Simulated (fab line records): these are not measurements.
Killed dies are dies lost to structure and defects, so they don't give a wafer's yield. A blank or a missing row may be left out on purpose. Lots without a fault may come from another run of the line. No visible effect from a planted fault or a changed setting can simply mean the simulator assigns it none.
What tool caused it? | flow nand harc | Sampling: 24 lots, 72 wafers, 5 of 1302 route steps

WHAT EACH GAUGE READ, for each wafer
NHARC_A_STAIRCASE_INSPECT_155.
lot  | measured     | on                | raw defect count
L076 | day 19 09:09 | defect inspect-01 | 458 434 534
L075 | day 19 09:03 | defect inspect-02 | 402 346 407
L074 | day 19 13:33 | defect inspect-02 | 371 403 547
L078 | day 20 23:37 | defect inspect-01 | 454 337 451
L077 | day 21 01:55 | defect inspect-01 | 515 347 305
L080 | day 21 03:02 | defect inspect-02 | 406 368 296
L079 | day 21 12:18 | defect inspect-02 | 492 602 391
L081 | day 22 08:07 | defect inspect-02 | 338 378 410
L083 | day 22 21:20 | defect inspect-02 | 382 439 366
L082 | day 22 21:37 | defect inspect-02 | 331 265 272
L084 | day 23 07:49 | defect inspect-01 | 549 337 441
L085 | day 23 18:09 | defect inspect-02 | 466 464 346
L086 | day 24 11:20 | defect inspect-02 | 387 254 332
L088 | day 24 14:10 | defect inspect-02 | 314 357 364
L089 | day 24 14:17 | defect inspect-01 | 651 492 581
L087 | day 24 15:49 | defect inspect-01 | 482 278 333
L091 | day 25 09:59 | defect inspect-02 | 304 351 385
L090 | day 25 10:14 | defect inspect-02 | 508 400 745
L092 | day 26 12:04 | defect inspect-02 | 272 379 277
L093 | day 26 11:08 | defect inspect-01 | 1298 340 464
L094 | day 27 14:29 | defect inspect-02 | 410 314 457
L096 | day 28 00:35 | defect inspect-02 | 197 224 317
L095 | day 28 00:55 | defect inspect-02 | 416 338 494
L097 | day 29 02:53 | defect inspect-01 | 331 644 477

WHICH TOOL RAN EACH LOT (tool, then ch and the chambers of the sampled wafers, then the start)
lot  | NHARC_A_STAIRCASE_ETCH_452                    | NHARC_A_STAIRCASE_ETCH_294                    | NHARC_A_STAIRCASE_DEP_151       | NHARC_A_STAIRCASE_CMP_152
L076 | rie diel-07 ch 0,1,3, day 18 01:16 or earlier | rie diel-07 ch 1,2, day 18 01:16 or earlier   | pecvd-01 ch 0,2, day 18 01:16   | cmp-02 ch 0,1,2, day 19 07:04
L075 | rie diel-05 ch 0,2,3, day 18 01:23 or earlier | rie diel-05 ch 1,2,3, day 18 01:23 or earlier | pecvd-03 ch 0,2, day 18 01:23   | cmp-01 ch 0,1,3, day 19 06:57
L074 | rie diel-05 ch 0,1,3, day 18 05:09 or earlier | rie diel-05 ch 1,2,3, day 18 05:09 or earlier | pecvd-03 ch 0,1, day 18 05:09   | cmp-01 ch 0,1,3, day 19 11:51
L078 | rie diel-13 ch 0,1,2, day 19 09:28 or earlier | rie diel-13 ch 1,3, day 19 09:28 or earlier   | pecvd-03 ch 0,1,2, day 19 09:28 | cmp-03 ch 0,3, day 20 18:11
L077 | rie diel-13 ch 0,2, day 19 14:58 or earlier   | rie diel-13 ch 1,2,3, day 19 14:58 or earlier | pecvd-03 ch 0,1,2, day 19 14:58 | cmp-02 ch 1,3, day 21 00:12
L080 | rie diel-05 ch 1,2,3, day 19 19:00 or earlier | rie diel-05 ch 0,1,2, day 19 19:00 or earlier | pecvd-01 ch 0,1,2, day 19 19:00 | cmp-02 ch 0,2, day 21 01:19
L079 | rie diel-13 ch 1,2, day 19 23:58 or earlier   | rie diel-13 ch 0,1,2, day 19 23:58 or earlier | pecvd-01 ch 1,2, day 19 23:58   | cmp-01 ch 1,2,3, day 21 10:36
L081 | rie diel-05 ch 0,2,3, day 20 21:05 or earlier | rie diel-05 ch 0,1, day 20 21:05 or earlier   | pecvd-02 ch 0,1,2, day 20 21:05 | cmp-01 ch 0,1,3, day 22 06:22
L083 | rie diel-05 ch 1,3, day 21 10:48 or earlier   | rie diel-05 ch 1,2,3, day 21 10:48 or earlier | pecvd-01 ch 0,1,2, day 21 10:48 | cmp-01 ch 1,2, day 22 19:37
L082 | rie diel-07 ch 0,1,3, day 21 10:37 or earlier | rie diel-07 ch 0,3, day 21 10:37 or earlier   | pecvd-03 ch 0,2, day 21 10:37   | cmp-03 ch 0,1,3, day 22 19:56
L084 | rie diel-05 ch 0,2, day 21 23:16 or earlier   | rie diel-05 ch 0,1, day 21 23:16 or earlier   | pecvd-02 ch 1,2, day 21 23:16   | cmp-01 ch 1,2,3, day 23 06:05
L085 | rie diel-13 ch 2,3, day 22 03:37 or earlier   | rie diel-13 ch 1,2, day 22 03:37 or earlier   | pecvd-03 ch 0,1,2, day 22 03:37 | cmp-03 ch 0,3, day 23 16:24
L086 | rie diel-07 ch 0,1, day 22 23:47 or earlier   | rie diel-07 ch 0,1,3, day 22 23:47 or earlier | pecvd-02 ch 0,2, day 22 23:47   | cmp-03 ch 1,2,3, day 24 09:06
L088 | rie diel-07 ch 0,3, day 23 07:21 or earlier   | rie diel-07 ch 1,3, day 23 07:21 or earlier   | pecvd-02 ch 0,1,2, day 23 07:21 | cmp-02 ch 0,3, day 24 12:22
L089 | rie diel-05 ch 0,1,3, day 23 07:15 or earlier | rie diel-05 ch 0,1,3, day 23 07:15 or earlier | pecvd-01 ch 0,1,2, day 23 07:15 | cmp-01 ch 0,1,3, day 24 12:34
L087 | rie diel-07 ch 0,3, day 23 07:23 or earlier   | rie diel-07 ch 0,3, day 23 07:23 or earlier   | pecvd-03 ch 1,2, day 23 07:23   | cmp-03 ch 1,2,3, day 24 14:07
L091 | rie diel-05 ch 0,1,2, day 24 03:32 or earlier | rie diel-05 ch 1,2, day 24 03:32 or earlier   | pecvd-02 ch 1,2, day 24 03:32   | cmp-02 ch 0,1,2, day 25 08:19
L090 | rie diel-05 ch 0,2,3, day 24 03:32 or earlier | rie diel-05 ch 0,1,2, day 24 03:32 or earlier | pecvd-01 ch 0,1,2, day 24 03:32 | cmp-01 ch 0,2,3, day 25 08:32
L092 | rie diel-05 ch 0,1, day 25 04:35 or earlier   | rie diel-05 ch 0,1,2, day 25 04:35 or earlier | pecvd-01 ch 0,1,2, day 25 04:35 | cmp-03 ch 0,1,2, day 26 10:19
L093 | rie diel-05 ch 0,1,2, day 25 06:06 or earlier | rie diel-05 ch 1,2,3, day 25 06:06 or earlier | pecvd-03 ch 0,1,2, day 25 06:06 | cmp-01 ch 0,2,3, day 26 09:26
L094 | rie diel-13 ch 0,1,2, day 26 05:14 or earlier | rie diel-13 ch 0,1,3, day 26 05:14 or earlier | pecvd-01 ch 0,1,2, day 26 05:14 | cmp-02 ch 0,2,3, day 27 12:44
L096 | rie diel-13 ch 1,2,3, day 26 15:47 or earlier | rie diel-13 ch 0,3, day 26 15:47 or earlier   | pecvd-01 ch 0,1,2, day 26 15:47 | cmp-03 ch 0,1,2, day 27 22:53
L095 | rie diel-05 ch 0,2,3, day 26 19:31 or earlier | rie diel-05 ch 2,3, day 26 19:31 or earlier   | pecvd-03 ch 1,2, day 26 19:31   | cmp-02 ch 0,3, day 27 23:08
L097 | rie diel-07 ch 0,1,2, day 27 14:49 or earlier | rie diel-07 ch 1,3, day 27 14:49 or earlier   | pecvd-03 ch 1,2, day 27 14:49   | cmp-03 ch 0,2,3, day 29 01:08
- NHARC_A_STAIRCASE_ETCH_452: etches the open film in CF4/O2, target depth 30 nm, overetch 3 nm, time 16.5 s.
- NHARC_A_STAIRCASE_ETCH_294: etches the open film in C4F8/O2/Ar, target depth 4989 nm, time 1211.6 s.
- NHARC_A_STAIRCASE_DEP_151: deposits SiO2, target thk 7200 nm.
- NHARC_A_STAIRCASE_CMP_152: polishes.

AS READ BY THE TOOLS THEMSELVES (means over the sampled wafers that have a number; for cases with no such wafer, the mark the record gives instead)
NHARC_A_STAIRCASE_ETCH_452.
lot  | tool        | drypump motor current A (A) | oes_ar_750_au (a.u.) | oes_o_777_au (a.u.) | oes product au (a.u.) | rf vpp V (V) | showerhead plenum p Torr (Torr) | throttle valve pct (%)
L076 | rie diel-07 | 6.0                         | 1.004                | 0.991               | 0.996                 | 197.2        | 1.30                            | 13.397
L075 | rie diel-05 | 5.7                         | 1.003                | 1.003               | 1.009                 | 198.0        | 1.36                            | 13.390
L074 | rie diel-05 | 5.7                         | 1.000                | 1.005               | 1.003                 | 199.8        | 1.37                            | 13.392
L078 | rie diel-13 | 6.4                         | 0.997                | 0.998               | 0.992                 | 198.5        | 1.37                            | 13.398
L077 | rie diel-13 | 6.4                         | 1.001                | 0.996               | 0.995                 | 197.4        | 1.33                            | 13.401
L080 | rie diel-05 | 5.4                         | 1.000                | 1.002               | 0.999                 | 198.1        | 1.37                            | 13.396
L079 | rie diel-13 | 6.4                         | 1.006                | 1.002               | 1.006                 | 199.8        | 1.41                            | 13.402
L081 | rie diel-05 | 5.7                         | 1.001                | 0.998               | 1.000                 | 198.7        | 1.36                            | 13.394
L083 | rie diel-05 | 5.5                         | 0.996                | 0.995               | 0.999                 | 198.3        | 1.38                            | 13.395
L082 | rie diel-07 | 6.0                         | 0.998                | 0.997               | 0.992                 | 196.7        | 1.30                            | 13.400
L084 | rie diel-05 | 5.9                         | 0.998                | 1.003               | 1.007                 | 198.0        | 1.38                            | 13.393
L085 | rie diel-13 | 6.1                         | 1.004                | 1.000               | 0.997                 | 198.2        | 1.32                            | 13.399
L086 | rie diel-07 | 5.8                         | 0.998                | 0.999               | 0.994                 | 197.6        | 1.31                            | 13.399
L088 | rie diel-07 | 6.1                         | 1.001                | 0.999               | 1.001                 | 198.9        | 1.41                            | 13.401
L089 | rie diel-05 | 5.7                         | 0.998                | 1.000               | 1.005                 | 198.6        | 1.36                            | 13.402
L087 | rie diel-07 | 6.1                         | 1.002                | 0.994               | 0.995                 | 199.6        | 1.43                            | 13.405
L091 | rie diel-05 | 5.7                         | 1.005                | 0.998               | 1.015                 | 198.7        | 1.38                            | 13.410
L090 | rie diel-05 | 5.7                         | 1.000                | 1.006               | 1.008                 | 198.5        | 1.35                            | 13.394
L092 | rie diel-05 | 5.7                         | 1.003                | 1.000               | 1.001                 | 197.9        | 1.39                            | 13.404
L093 | rie diel-05 | 5.7                         | 0.999                | 0.999               | 1.004                 | 198.4        | 1.38                            | 13.404
L094 | rie diel-13 | 6.4                         | 0.998                | 0.995               | 1.002                 | 197.9        | 1.36                            | 13.404
L096 | rie diel-13 | 6.2                         | 1.000                | 1.001               | 1.005                 | 198.2        | 1.35                            | 13.393
L095 | rie diel-05 | 5.7                         | 1.002                | 1.003               | 1.003                 | 196.8        | 1.35                            | 13.398
L097 | rie diel-07 | 5.9                         | 1.001                | 1.003               | 0.992                 | 196.9        | 1.33                            | 13.398

NHARC_A_STAIRCASE_ETCH_294.
lot  | tool        | oes product au (a.u.) | rf vpp V (V)
L076 | rie diel-07 | 0.935                 | 1820
L075 | rie diel-05 | 0.930                 | 1833
L074 | rie diel-05 | 0.935                 | 1833
L078 | rie diel-13 | 0.947                 | 1828
L077 | rie diel-13 | 0.931                 | 1831
L080 | rie diel-05 | 0.936                 | 1837
L079 | rie diel-13 | 0.921                 | 1832
L081 | rie diel-05 | 0.936                 | 1840
L083 | rie diel-05 | 0.929                 | 1833
L082 | rie diel-07 | 0.922                 | 1829
L084 | rie diel-05 | 0.943                 | 1838
L085 | rie diel-13 | 0.929                 | 1840
L086 | rie diel-07 | 0.921                 | 1833
L088 | rie diel-07 | 0.929                 | 1820
L089 | rie diel-05 | 0.948                 | 1832
L087 | rie diel-07 | 0.933                 | 1844
L091 | rie diel-05 | 0.941                 | 1836
L090 | rie diel-05 | 0.958                 | 1836
L092 | rie diel-05 | 0.944                 | 1835
L093 | rie diel-05 | 0.955                 | 1831
L094 | rie diel-13 | 0.937                 | 1819
L096 | rie diel-13 | 0.928                 | 1811
L095 | rie diel-05 | 0.965                 | 1828
L097 | rie diel-07 | 0.934                 | 1829

NHARC_A_STAIRCASE_DEP_151.
lot  | tool     | heater power w (W)
L076 | pecvd-01 | 648
L075 | pecvd-03 | 666
L074 | pecvd-03 | 754
L078 | pecvd-03 | 655
L077 | pecvd-03 | 738
L080 | pecvd-01 | 587
L079 | pecvd-01 | 572
L081 | pecvd-02 | 526
L083 | pecvd-01 | 596
L082 | pecvd-03 | 625
L084 | pecvd-02 | 472
L085 | pecvd-03 | 682
L086 | pecvd-02 | 530
L088 | pecvd-02 | 509
L089 | pecvd-01 | 590
L087 | pecvd-03 | 704
L091 | pecvd-02 | 463
L090 | pecvd-01 | 650
L092 | pecvd-01 | 580
L093 | pecvd-03 | 686
L094 | pecvd-01 | 617
L096 | pecvd-01 | 592
L095 | pecvd-03 | 698
L097 | pecvd-03 | 660

NHARC_A_STAIRCASE_CMP_152.
lot  | tool   | motor current A (A) | pad life wafers | slurry flow ml min
L076 | cmp-02 | 10.7                | 38              | 149.8
L075 | cmp-01 | 10.5                | 212             | 150.3
L074 | cmp-01 | 10.2                | 242             | 150.3
L078 | cmp-03 | 10.5                | 38              | 149.8
L077 | cmp-02 | 11.0                | 200             | 150.0
L080 | cmp-02 | 11.4                | 212             | 149.4
L079 | cmp-01 | 10.7                | 50              | 149.8
L081 | cmp-01 | 10.1                | 140             | 149.9
L083 | cmp-01 | 10.5                | 180             | 149.4
L082 | cmp-03 | 11.5                | 243             | 149.4
L084 | cmp-01 | 10.3                | 248             | 150.0
L085 | cmp-03 | 11.0                | 325             | 149.8
L086 | cmp-03 | 10.9                | 20              | 149.8
L088 | cmp-02 | 12.7                | 122             | 150.0
L089 | cmp-01 | 10.5                | 362             | 150.0
L087 | cmp-03 | 10.9                | 56              | 149.5
L091 | cmp-02 | 10.8                | 200             | 150.1
L090 | cmp-01 | 10.9                | 20              | 149.9
L092 | cmp-03 | 11.3                | 230             | 150.4
L093 | cmp-01 | 10.7                | 122             | 150.3
L094 | cmp-02 | 12.1                | 32              | 150.4
L096 | cmp-03 | 11.2                | 374             | 150.2
L095 | cmp-02 | 13.3                | 84              | 150.0
L097 | cmp-03 | 10.6                | 74              | 150.3

THE ANSWER, worked out from the rows above alone
Rule: the lots themselves supply what counts as usual. Put in order of their means at a reading, lots are off if they are a third of the lots or fewer, leave a main group of 4 or more, and stand apart from it by a gap of 3 or more times the standard deviation of the main group's means; of several such gaps the widest counts. If all means in a main group match to the digits the tables above print for the reading, that group is not used. Also off: a lot with no number at a reading for which 4 or more lots have one. Any other lot the step has rows for is counted as sound. Order of review: gauges by route order, followed by the tools' own readings, for which a lot's mean as printed above is used. At the first step where some lot is off, the reading lying furthest off is the one used; lots without a number count as furthest.
Nothing can be told from this: no lot is off at any reading shown.

WHAT THE SIMULATOR HAD PUT IN
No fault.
